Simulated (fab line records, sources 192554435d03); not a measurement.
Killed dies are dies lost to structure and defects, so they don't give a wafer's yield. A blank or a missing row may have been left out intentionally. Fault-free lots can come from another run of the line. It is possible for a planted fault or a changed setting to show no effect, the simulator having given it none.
One fault seen from 2 desks :: flow n5_finfet :: numbers are kept per desk, each desk with only its own; the story behind them comes last

## DESK OF THE TOOL OWNER: rie_diel-02
The tool's own readings at N5_BEOL_M9_TRENCH_ETCH_37 (etches SiCOH lowk in C4F6/O2, target depth 151.43 nm, time 49 s): means of the sampled wafers that have a number, for each lot that ran on this tool. Any lot whose mean is over 4 standard deviations away from the usual mean is out of limits and marked OUT; that distance is given in the brackets.
Columns: A = bias_w at N5_BEOL_M9_TRENCH_ETCH_37, usual 184.9 W; B = drypump_motor_current_A at N5_BEOL_M9_TRENCH_ETCH_37, usual 5.6 A; C = oes_product_au at N5_BEOL_M9_TRENCH_ETCH_37, usual 0.79 a.u.; D = rf_vpp_V at N5_BEOL_M9_TRENCH_ETCH_37, usual 679 V; E = showerhead_plenum_p_Torr at N5_BEOL_M9_TRENCH_ETCH_37, usual 2.86 Torr; F = throttle_valve_pct at N5_BEOL_M9_TRENCH_ETCH_37, usual 20.92 %
lot: L337
first seen here: day 14 11:53
A: 184.8
B: 6.2
C: 0.77
D: 699
E: 2.89
F: 20.93

lot: L336
first seen here: day 14 21:33
A: 185.5
B: 5.7
C: 0.82
D: 690
E: 2.86
F: 20.82

lot: L342
first seen here: day 17 00:04
A: 185.2
B: 5.2
C: 0.94
D: 687
E: 2.87
F: 20.98
This desk found nothing out of limits on any of the 3 lots.

## FROM THE METROLOGY DESK
Means of the sampled wafers that have a number, per lot and without regard to the tool the lot ran on: this is what the gauges read. Any lot whose mean is over 4 standard deviations away from the usual mean is out of limits and marked OUT; that distance is given in the brackets. It has 15 readings, of which 7 appear: the earliest out of limits, and the ones furthest out on some lot.
Columns: A = DIBL_P at N5_BEOL_M4_RC_MEAS_101, usual 36 mV/V; B = ION_P at N5_BEOL_M4_RC_MEAS_101, usual 462 uA/um; C = VT_N at N5_BEOL_M4_RC_MEAS_101, usual 249 mV; D = V8_OVL at N5_BEOL_M9_OVL_MEAS_29, usual 0.3 nm; E = trench_depth_nm at N5_BEOL_M9_OCD_MEAS_38, usual 149 nm; F = M9_THK at N5_BEOL_M9_THK_MEAS_53, usual 139 nm; G = M9_RS at N5_BEOL_M9_RS_MEAS_57, usual 0.153 ohm/sq
lot: L333
first seen here: day 12 02:29
A: 33
B: 459
C: 254
D: 0.0
E: 150
F: 138
G: 0.154

lot: L337
first seen here: day 12 13:42
A: 34
B: 451
C: 249
D: -0.4
E: 147
F: 138
G: 0.155

lot: L336
first seen here: day 13 01:20
A: 38
B: 461
C: 248
D: -0.5
E: 146
F: 137
G: 0.156

lot: L342
first seen here: day 14 05:34
A: 35
B: 462
C: 252
D: 0.1
E: 177 (+8.0) OUT
F: 166 (+7.0) OUT
G: 0.134 (-4.4) OUT

lot: L349
first seen here: day 15 19:40
A: 36
B: 461
C: 246
D: 0.8
E: 151
F: 139
G: 0.153

lot: L353
first seen here: day 16 04:26
A: 35
B: 461
C: 248
D: 1.0
E: 151
F: 140
G: 0.151

lot: L350
first seen here: day 17 04:29
A: 37
B: 457
C: 250
D: 1.0
E: 150
F: 137
G: 0.155

lot: L354
first seen here: day 17 10:15
A: 40
B: 463
C: 246
D: 0.0
E: 149
F: 138
G: 0.154
Finding of this desk: L342 out of limits; the first was L342 at day 17 00:14, on trench_depth_nm at N5_BEOL_M9_OCD_MEAS_38. Within limits: L333, L337, L336, L349, L353, L350, L354.

## BROUGHT TOGETHER
The metrology desk could have raised an alarm at day 17 00:14, on L342.
The tool owner's desk saw nothing out of limits.
Tool owner's desk: L342 on record, inside its limits.
On rie_diel-02, each named lot ran N5_BEOL_M9_TRENCH_ETCH_37.

## WHAT THE SIMULATOR HAD PUT IN
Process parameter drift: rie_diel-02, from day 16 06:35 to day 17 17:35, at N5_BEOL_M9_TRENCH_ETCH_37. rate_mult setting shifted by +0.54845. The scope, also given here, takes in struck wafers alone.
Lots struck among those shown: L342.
Delay in hours, fault start to first out-of-limits reading, per desk: metrology desk 18.
